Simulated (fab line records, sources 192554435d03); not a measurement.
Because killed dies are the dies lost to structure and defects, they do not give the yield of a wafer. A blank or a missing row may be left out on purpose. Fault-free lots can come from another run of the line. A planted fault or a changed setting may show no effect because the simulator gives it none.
Split-lot study + flow n5 finfet + route with 1938 steps; 7 lots, 39 wafers read

== THE SPLIT ==
At N5_DUMMY_GATE_ETCH_37 (etches SOC in N2/H2, target depth 60 nm, overetch 30 nm), the setting source w was moved away from the recipe's 840 W on 18 of the 39 wafers read, by -14.5% to +15.1%. This setting was run at the recipe's value on the other wafers.

The reading comes from the split's own step.

== THE READING ==
rf vpp V, in V, at N5_DUMMY_GATE_ETCH_37 (etches SOC in N2/H2, target depth 60 nm, overetch 30 nm). Typical for fault-free wafers on this fab line: 523.9 V, with standard deviation 2.6 V.

| wafer  | tool, chamber at the split | source w as run, W | against the recipe | rf vpp V, V | against lot-mates on the recipe |
|--------|----------------------------|--------------------|--------------------|-------------|---------------------------------|
| L077.1 | rie diel-03, 0             | 718.4              | -14.5%             | 552.1       | +26.9                           |
| L077.2 | rie diel-03, 2             | 718.4              | -14.5%             | 554.3       | +29.1                           |
| L077.3 | rie diel-03, 3             | 718.4              | -14.5%             | 551.5       | +26.3                           |
| L077.4 | rie diel-03, 1             | 840                | recipe             | 524.3       | -                               |
| L077.5 | rie diel-03, 1             | 840                | recipe             | 525.0       | -                               |
| L077.6 | rie diel-03, 0             | 840                | recipe             | 526.3       | -                               |
| L081.1 | rie diel-05, 1             | 963.2              | +14.7%             | 498.8       | -23.0                           |
| L081.2 | rie diel-05, 3             | 840                | recipe             | 520.7       | -                               |
| L081.3 | rie diel-05, 2             | 840                | recipe             | 523.2       | -                               |
| L081.4 | rie diel-05, 0             | 963.2              | +14.7%             | 504.9       | -16.9                           |
| L081.5 | rie diel-05, 0             | 963.2              | +14.7%             | 504.5       | -17.3                           |
| L081.6 | rie diel-05, 1             | 840                | recipe             | 521.6       | -                               |
| L083.1 | rie diel-05, 0             | 840                | recipe             | 528.3       | -                               |
| L083.2 | rie diel-05, 2             | 954.3              | +13.6%             | 502.0       | -21.1                           |
| L083.3 | rie diel-05, 3             | 954.3              | +13.6%             | 498.8       | -24.3                           |
| L083.4 | rie diel-05, 1             | 954.3              | +13.6%             | 499.1       | -24.0                           |
| L083.5 | rie diel-05, 3             | 840                | recipe             | 519.8       | -                               |
| L083.6 | rie diel-05, 2             | 840                | recipe             | 521.2       | -                               |
| L089.1 | rie diel-05, 3             | 840                | recipe             | 521.3       | -                               |
| L089.2 | rie diel-05, 1             | 840                | recipe             | 520.6       | -                               |
| L089.6 | rie diel-05, 1             | 840                | recipe             | 522.4       | -                               |
| L095.1 | rie diel-06, 3             | 840                | recipe             | 522.4       | -                               |
| L095.2 | rie diel-06, 0             | 936.1              | +11.4%             | 507.0       | -14.2                           |
| L095.3 | rie diel-06, 2             | 840                | recipe             | 521.6       | -                               |
| L095.4 | rie diel-06, 3             | 936.1              | +11.4%             | 503.2       | -18.0                           |
| L095.5 | rie diel-06, 0             | 936.1              | +11.4%             | 507.5       | -13.7                           |
| L095.6 | rie diel-06, 2             | 840                | recipe             | 519.5       | -                               |
| L096.1 | rie diel-05, 0             | 772.1              | -8.1%              | 542.2       | +19.7                           |
| L096.2 | rie diel-05, 1             | 840                | recipe             | 520.7       | -                               |
| L096.3 | rie diel-05, 2             | 840                | recipe             | 523.3       | -                               |
| L096.4 | rie diel-05, 0             | 772.1              | -8.1%              | 541.9       | +19.4                           |
| L096.5 | rie diel-05, 1             | 772.1              | -8.1%              | 536.1       | +13.6                           |
| L096.6 | rie diel-05, 2             | 840                | recipe             | 523.6       | -                               |
| L097.1 | rie diel-06, 2             | 840                | recipe             | 519.0       | -                               |
| L097.2 | rie diel-06, 1             | 967                | +15.1%             | 501.6       | -21.5                           |
| L097.3 | rie diel-06, 0             | 840                | recipe             | 525.2       | -                               |
| L097.4 | rie diel-06, 3             | 967                | +15.1%             | 499.7       | -23.4                           |
| L097.5 | rie diel-06, 0             | 840                | recipe             | 525.2       | -                               |
| L097.6 | rie diel-06, 3             | 967                | +15.1%             | 498.6       | -24.5                           |

FIT RESULTS
A straight line over all 39 wafers: rf vpp V changes by -1.7 V for each +1% of source w; r = -0.98; the points scatter about the line by 3.1 V.
The same after taking each lot's own level away (the mean of its wafers on the recipe; 39 wafers): -1.64 V for each +1%; r = -0.98; scatter 2.9 V.
According to that fit, moving source w by its largest amount changes the reading by 25 V.
Across the lots, their own levels run from 521.17 to 525.20 V, a range of 1.6 times the standard deviation given above.
Consequently the slope shifts little with the lot-to-lot level, the two slopes agreeing.
Check: for one of the wafers moved furthest among these (+15.1%), held out of the fit, the line's prediction against its lot-mates is -23.7 V. Against them it came out at -21.5 V.
Tool readings at the split's step, against how far the setting was moved: rf vpp V r = -0.98.

== THE OTHER SPLITS THESE WAFERS WENT THROUGH ==
Note: prior to the reading, these wafers also went through further splits. Each is held against what the fit with the lots' levels taken away leaves over:
| other split on the same wafers       | wafers away from the commonest value | r with rf vpp V (lot level and that fit taken away) |
|--------------------------------------|--------------------------------------|-----------------------------------------------------|
| N5_DUMMY_GATE_HM_DEP_06 target thk a | 27                                   | -0.06                                               |

== THE FILE'S OWN FIT ==
rf vpp V changes by -1.6 V for each +1% of source w, r = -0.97.
